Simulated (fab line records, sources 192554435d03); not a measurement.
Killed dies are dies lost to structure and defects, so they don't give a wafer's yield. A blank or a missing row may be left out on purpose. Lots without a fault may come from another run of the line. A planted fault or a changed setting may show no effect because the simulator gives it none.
Chamber matching | flow n5_finfet | N5_BEOL_M8_PECVD_70 on pecvd-04: 3 sister chambers
The step deposits SiO2 from TEOS/O2, target thk 20 nm, time 22.7 s. 3 wafers are shown with their chamber, then 7 later ones without.

WAFERS WITH THEIR CHAMBER
wafer  | chamber | showerhead_plenum_p_Torr (Torr)
L300.1 | 2       | 8.73
L309.2 | 0       | 8.78
L309.4 | 1       | 8.81

WAFERS WITHOUT THEIR CHAMBER
wafer  | showerhead_plenum_p_Torr (Torr)
L309.5 | 8.75
L313.3 | 8.80
L313.5 | 8.78
L313.6 | 8.74
L314.1 | 8.76
L314.2 | 8.77
L314.6 | 8.79

WHICH CHAMBER EACH WENT THROUGH
wafer  | from the rows above     | in truth
L309.5 | can't be placed: 2 or 0 | 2
L313.3 | can't be placed: 1 or 0 | 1
L313.5 | 0                       | 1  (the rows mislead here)
L313.6 | 2                       | 2
L314.1 | can't be placed: 0 or 2 | 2
L314.2 | 0                       | 0
L314.6 | can't be placed: 0 or 1 | 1
Placed correctly: 2 of 7. Can't be placed from these rows: 4 (the true chamber is among the candidates in 4). Placed wrongly: 1.
How it was worked out, from the rows above alone: a wafer's distance from a chamber is the root of the sum, over the readings, of the square of ((its reading less the chamber's mean) divided by the reading's scatter). The wafer belongs to the nearest chamber; if the next one is less than 2 further off, it can't be placed. A chamber's mean is the mean of its shown wafers. The scatter: with one shown wafer a chamber, the root of the mean of the squares of how far each hidden wafer lies from its nearest shown one.
